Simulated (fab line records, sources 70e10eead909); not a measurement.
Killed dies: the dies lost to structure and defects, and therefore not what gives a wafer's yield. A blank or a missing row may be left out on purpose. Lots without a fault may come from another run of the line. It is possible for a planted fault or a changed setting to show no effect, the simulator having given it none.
Struck lot and sound lot, side by side ; flow nand_harc ; 21 steps out of a route of 1302
Sound: wafers L331.2, L331.5, L331.6. The struck wafers were L334.1, L334.2, L334.6. At the end, the cause is stated.
At each step with rows: each side's tool, then ch and its chambers, then its first start. Under that, the readings that differ: sound wafers ; struck wafers ; difference of the means ; sigmas: that difference in standard deviations of wafers without a fault.
alike: readings whose means differ by less than 2 such deviations, and words and numbers that are the same on both sides. not compared: withheld readings, readings that some wafer has no value for, bounds like >300 that may hide the same value, and numbers for which the record gives no deviation and whose values overlap.
A row with sigmas, a row that says differs or no value, or rows on one side alone: a step with any of these is where the two part. Non-overlapping numbers with no deviation appear without sigmas and do not part them. A reading missing from all wafers of one side parts the sides only when that side holds two or more wafers.

NHARC_A_SGD_CUT_INSPECT_11:
  sound on defect_inspect-01, day 20 18:23; struck on defect_inspect-01, day 22 05:56
reading;sound;struck;difference;sigmas
raw_defect_count;119 107 118;65 53 63;-54;-2
then, 1 step without rows for these wafers: NHARC_A_SGD_CUT_DESCUM_14 (chemistry O2, time 3 s).
NHARC_A_SGD_CUT_ETCH_58: etches the open film in CF4, target depth 39 nm, time 65 s.
  sound on rie_diel-10 ch 0,2,3, day 20 18:33; struck on rie_diel-05 ch 1,2, day 22 06:05
  alike: chamber_pressure_mTorr, drypump_motor_current_A, oes_product_au, rf_vpp_V, showerhead_plenum_p_Torr, throttle_valve_pct
  not compared: rf_hours_counter_h
then, 2 steps without rows for these wafers: NHARC_A_SGD_CUT_ETCH_59 (etches the open film in N2/H2, target depth 260 nm, time 406.25 s); NHARC_A_SGD_CUT_ETCH_15 (etches the open film in CH3F/O2, target depth 75 nm, time 64.3 s).
NHARC_A_SGD_CUT_ETCH_16: etches the open film in C4F8/O2/Ar, target depth 310.5 nm, time 155.2 s.
  sound: rie_diel-10 ch 0,1; struck: rie_diel-05 ch 2,3
reading;sound;struck;difference;sigmas
rf_vpp_V (V);730 721 730;719 717 717;-9;-2
  alike: chamber_pressure_mTorr, oes_product_au
  not compared: rf_hours_counter_h
then, 6 steps without rows for these wafers: NHARC_A_SGD_CUT_STRIP_60 (strips in C4F8/O2/Ar); NHARC_A_SGD_CUT_STRIP_17 (strips in O2); NHARC_A_SGD_CUT_PRECLEAN_18 (cleans in SC1); NHARC_A_SGD_CUT_SRD_19; NHARC_A_SGD_CUT_DEP_20 (deposits SiO2, target thk 150 nm); NHARC_A_SGD_CUT_ANNEAL_27 (time 1800 s).
NHARC_A_SGD_CUT_CMP_21: polishes, target thk 148.19 nm.
  sound on cmp-02 ch 1,2, day 21 00:22; struck on cmp-02 ch 1,2,3, day 22 11:48
  alike: motor_current_A, time_to_endpoint_s
NHARC_A_SGD_CUT_THK_MEAS_22: measures by ellipsometry.
  sound on film_metro-01, day 21 00:35; struck on film_metro-02, day 22 12:02
  alike: thk_nm
then, 2 steps without rows for these wafers: NHARC_A_SGD_CUT_SRD_23; NHARC_A_SGD_CUT_ETCH_26 (etches SiO2 in dHF, target depth 45.8 nm).
NHARC_A_SGD_CUT_ETCHBACK_24: etches the open film in CH3F/O2, target depth 50 nm, time 92.857 s.
  sound on rie_diel-11 ch 0,3, day 21 00:50; struck on rie_diel-05 ch 0,1,3, day 22 12:17
  alike: chamber_pressure_mTorr, drypump_motor_current_A, oes_product_au, rf_vpp_V, showerhead_plenum_p_Torr, throttle_valve_pct
  not compared: rf_hours_counter_h
NHARC_A_SGD_CUT_STRIP_28: strips in O2, time 20 s.
  sound: rie_diel-11 ch 0,2,3; struck: rie_diel-05 ch 0,1,2
  alike: chamber_pressure_mTorr, drypump_motor_current_A, oes_product_au, rf_vpp_V, showerhead_plenum_p_Torr, throttle_valve_pct
  not compared: rf_hours_counter_h
NHARC_A_SGD_CUT_INSPECT_25:
  sound on defect_inspect-02, day 21 01:05; struck on defect_inspect-01, day 22 12:31
reading;sound;struck;difference;sigmas
raw_defect_count;360 403 423;640 795 758;+336;+4
NHARC_A_SLIT_DEP_25: deposits SiO2, target thk 200 nm.
  sound on pecvd-01 ch 0,1,2, day 21 01:11; struck on pecvd-04 ch 0,1,2, day 22 12:35
reading;sound;struck;difference;sigmas
throttle_valve_pct (%);16.7 16.8 17.0;14.7 15.8 15.6;-1.5;-3
  alike: heater_power_w, showerhead_vpp_V
-- the record jumps here: 5 days lie between the struck wafers' starts before and after (it left off in module A_SLIT and takes up again in module END, whose first step shown is number 1302 of the route) --
NHARC_END_SORT_01:
  only the struck wafers appear in the record here, on prober-01 ch 0 at day 27 11:11; the sound ones have no rows

== WHERE THEY PART ==
First at NHARC_A_SGD_CUT_INSPECT_11; last, within this record, at NHARC_END_SORT_01.

WHY: what had been put in by the simulator
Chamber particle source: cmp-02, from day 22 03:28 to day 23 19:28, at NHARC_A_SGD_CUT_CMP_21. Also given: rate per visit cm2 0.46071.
